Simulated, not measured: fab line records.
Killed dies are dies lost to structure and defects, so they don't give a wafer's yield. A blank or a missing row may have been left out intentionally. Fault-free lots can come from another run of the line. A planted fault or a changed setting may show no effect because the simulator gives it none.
Matching of chambers || flow n5-finfet || N5_BEOL_M7_PECVD_70 on pecvd-04: 3 sister chambers
The step deposits SiO2 from TEOS/O2, target thk 20 nm, time 22.7 s. 3 wafers are shown with their chamber, then 8 later ones without.

== EACH WAFER AND ITS CHAMBER ==
{"wafer": "L086.5", "chamber": 2, "showerhead-plenum-p-Torr (Torr)": 8.78}
{"wafer": "L087.4", "chamber": 0, "showerhead-plenum-p-Torr (Torr)": 8.87}
{"wafer": "L088.1", "chamber": 1, "showerhead-plenum-p-Torr (Torr)": 8.73}

== WAFERS MISSING THEIR CHAMBER ==
{"wafer": "L088.3", "showerhead-plenum-p-Torr (Torr)": 8.78}
{"wafer": "L088.6", "showerhead-plenum-p-Torr (Torr)": 8.79}
{"wafer": "L091.1", "showerhead-plenum-p-Torr (Torr)": 8.76}
{"wafer": "L091.5", "showerhead-plenum-p-Torr (Torr)": 8.85}
{"wafer": "L091.6", "showerhead-plenum-p-Torr (Torr)": 8.74}
{"wafer": "L095.1", "showerhead-plenum-p-Torr (Torr)": 8.71}
{"wafer": "L095.4", "showerhead-plenum-p-Torr (Torr)": 8.73}
{"wafer": "L095.5", "showerhead-plenum-p-Torr (Torr)": 8.75}

== WHICH CHAMBER EACH WENT THROUGH ==
{"wafer": "L088.3", "from the rows above": 2, "in truth": 2}
{"wafer": "L088.6", "from the rows above": 2, "in truth": 2}
{"wafer": "L091.1", "from the rows above": "can't be placed: 2 or 1", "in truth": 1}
{"wafer": "L091.5", "from the rows above": 0, "in truth": 0}
{"wafer": "L091.6", "from the rows above": 1, "in truth": 1}
{"wafer": "L095.1", "from the rows above": 1, "in truth": 1}
{"wafer": "L095.4", "from the rows above": 1, "in truth": 1}
{"wafer": "L095.5", "from the rows above": "can't be placed: 1 or 2", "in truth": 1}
6 of 8 placed correctly. These rows do not allow placing 2 (true chamber among the candidates in 2). 0 placed wrongly.
How it was worked out, from the rows above alone: a wafer's distance from a chamber is the root of the sum, over the readings, of the square of ((its reading less the chamber's mean) divided by the reading's scatter). If the next closest chamber is less than 2 further off than the closest, the wafer can't be placed; otherwise it belongs to the closest. The mean given for a chamber averages the wafers shown for that chamber. The scatter: with one shown wafer a chamber, the root of the mean of the squares of how far each hidden wafer lies from its nearest shown one.
